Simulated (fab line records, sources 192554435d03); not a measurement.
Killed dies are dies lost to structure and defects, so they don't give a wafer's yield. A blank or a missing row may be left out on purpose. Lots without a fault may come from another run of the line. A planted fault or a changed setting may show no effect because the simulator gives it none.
Split-lot experiment | flow n5_finfet | 7 lots, 21 wafers read, on a route of 1938 steps

THE SPLIT
At N5_BEOL_M9_ETCH_66 (etches SOC in N2/H2, target depth 80 nm, overetch 16 nm, time 120 s), the setting time_s was moved away from the recipe's 120 s on 9 of the 21 wafers read, by -17.8% to +22.2%. The other wafers ran this setting at the recipe's value.

The reading is taken at the split's own step.

THE READING
SiARC_of_BEOL_M9_COAT_64.thk_nm (the simulator's own value, which no gauge read), in nm, at N5_BEOL_M9_ETCH_66 (etches SOC in N2/H2, target depth 80 nm, overetch 16 nm, time 120 s). The file gives no usual value for it. The 12 wafers here that ran the recipe average 6.3 nm, standard deviation 0.15 nm.

wafer  | tool, chamber at the split | time_s as run, s | against the recipe | SiARC_of_BEOL_M9_COAT_64.thk_nm, nm | against lot-mates on the recipe
L074.1 | rie_diel-04, 3             | 120              | recipe             | 6.2                                 | -
L074.5 | rie_diel-04, 1,0           | 98.62            | -17.8%             | 7.4                                 | +1.2
L074.6 | rie_diel-04, 1,0           | 98.62            | -17.8%             | 7.4                                 | +1.2
L075.1 | rie_diel-01, 3             | 120              | recipe             | 6                                   | -
L075.4 | rie_diel-01, 0,1           | 120              | recipe             | 6.4                                 | -
L075.5 | rie_diel-01, 0,1           | 120              | recipe             | 6.4                                 | -
L080.3 | rie_diel-04, 2             | 120              | recipe             | 6.2                                 | -
L080.4 | rie_diel-04, 1             | 129.9            | +8.3%              | 6                                   | -0.4
L080.6 | rie_diel-04, 1             | 120              | recipe             | 6.6                                 | -
L085.2 | rie_diel-04, 2             | 120              | recipe             | 6.2                                 | -
L085.6 | rie_diel-04, 2             | 120              | recipe             | 6.2                                 | -
L085.3 | rie_diel-04, 1             | 120              | recipe             | 6.4                                 | -
L086.1 | rie_diel-01, 3             | 146.7            | +22.2%             | 4.8                                 | -1.6
L086.2 | rie_diel-01, 0             | 120              | recipe             | 6.4                                 | -
L086.4 | rie_diel-01, 1             | 146.7            | +22.2%             | 5.2                                 | -1.2
L088.2 | rie_diel-01, 3             | 111.2            | -7.3%              | 6.6                                 | +0.2
L088.4 | rie_diel-01, 1             | 120              | recipe             | 6.4                                 | -
L088.5 | rie_diel-01, 2             | 111.2            | -7.3%              | 7                                   | +0.6
L092.3 | rie_diel-04, 1             | 106.1            | -11.6%             | 7.2                                 | +0.8
L092.4 | rie_diel-04, 1             | 120              | recipe             | 6.4                                 | -
L092.6 | rie_diel-04, 2             | 106.1            | -11.6%             | 7                                   | +0.6
Where a row lists several chambers, the file gives one row for several wafers and doesn't say which wafer went through which chamber.

THE FIT
A straight line over all 21 wafers: SiARC_of_BEOL_M9_COAT_64.thk_nm changes by -0.0602 nm for each +1% of time_s; r = -0.97; the points scatter about the line by 0.16 nm.
The same after taking each lot's own level away (the mean of its wafers on the recipe; 21 wafers): -0.063 nm for each +1%; r = -0.97; scatter 0.15 nm.
On that fit, the largest move of time_s shifts the reading by 1.4 nm.
The lots' own levels span 6.20 to 6.40 nm, that is 1.3 times the standard deviation above.
So the lot-to-lot level changes the slope little: the two slopes agree.
Check: with one of the wafers moved furthest among these (+22.2%) left out of the fit, the line predicts -1.31 nm for it against its lot-mates. It came out at -1.6 nm against them.

OTHER SPLITS ON THESE WAFERS
These wafers also went through other splits before the reading. Each is held against what the fit with the lots' levels taken away leaves over:
other split on the same wafers | wafers away from the commonest value | r with SiARC_of_BEOL_M9_COAT_64.thk_nm (lot level and that fit taken away)
N5_BEOL_M9_EXPOSE_25 dose_mj   | 8                                    | -0.16

THE FILE'S OWN FIT
SiARC_of_BEOL_M9_COAT_64.thk_nm changes by -0.0626 nm for each +1% of time_s, r = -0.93.
